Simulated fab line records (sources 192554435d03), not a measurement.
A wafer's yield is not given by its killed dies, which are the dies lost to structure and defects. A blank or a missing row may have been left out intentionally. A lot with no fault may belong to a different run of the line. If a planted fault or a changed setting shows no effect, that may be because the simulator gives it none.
Code-filled problem report in 8D (eight disciplines) form || flow n5Finfet || the parts of the form that need people (team, actions taken, sign-off) are left out

1. PROBLEM STATEMENT
cathodeDcPowerW at N5_BEOL_M15_SPUTTER_44 reads a mean of 13864 W on 6 wafers of 2 lots; wafers without a fault read 15000 W with a standard deviation of 2.9. So: -99 or more standard deviations from the usual mean.
The step: material Ta, target thk 15 nm, time 24.19 s.
First observed at day 17 05:09: wafer L774.2, on pvdSputter-02. The record holds 30 wafers of 10 lots with a number at this step. By rule, "out" or "out of limits" means more than 4 standard deviations away from the usual mean. All remaining wafers that have a number are taken as sound.

2. WHAT IT IS; WHAT IT IS NOT
{"question": "which readings at this step", "is": "cathodeDcPowerW", "is not": "biasV, chamberPressurePa"}
{"question": "which lots", "is": "L771, L774", "is not": "L757, L758, L761, L762, L763, L765, L776, L777"}
{"question": "which wafers of those lots", "is": "all that have a number", "is not": "-"}
{"question": "read on which tools", "is": "pvdSputter-02", "is not": "pvdSputter-01, pvdSputter-03"}
{"question": "when", "is": "from day 17 05:09", "is not": "up to then (15 sound wafers); but 9 sound wafers of L761, L776, L777 came after"}

3. SUSPECTS, AND WHAT RULES EACH OUT
Counting: a tool stays on the suspect list if, at a process step up to the reading, it processed all lots that are out and no sound lot following the first of them.
- pvdSputter-02 at N5_BEOL_M15_SPUTTER_44 (material Ta, target thk 15 nm, time 24.19 s): ruled out as a lasting fault. Following L774 (day 17 05:09), the first lot on it that is out, the sound lots L777 were run on it.
Left after counting: nothing in the record.

4. THE CAUSE (what the simulator had put in)
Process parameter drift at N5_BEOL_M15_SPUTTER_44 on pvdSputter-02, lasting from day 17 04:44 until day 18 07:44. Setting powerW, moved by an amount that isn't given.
Counting ruled it out, wrongly.

5. THE CHAIN OF EFFECTS, in route order
Each row: a reading whose mean over the struck wafers that have a number lies more than 3 standard deviations from the usual. Scope: only readings with a usual standard deviation given in the record; hours: median across lots of the time from each lot's start at the first step in this table that gives one to its start at this step; sigmas: change in usual standard deviations.
{"hours": 0, "step": "N5_BEOL_M15_SPUTTER_44", "reading": "cathodeDcPowerW", "usual": "15000 W", "on struck wafers": 13864, "change": -1136, "sigmas": "-99 or more"}
Here are the process steps it includes:
- N5_BEOL_M15_SPUTTER_44: material Ta, target thk 15 nm, time 24.19 s.
At these later measuring or inspecting steps, every struck wafer for which the step has a row has a number for every such reading, and none has moved that far: N5_BEOL_M15_INSPECT_55.

6. WHAT WOULD HAVE CAUGHT IT SOONER
The fault began at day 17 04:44; the first out-of-limits reading in this record came at day 17 05:09, 0 hours later.
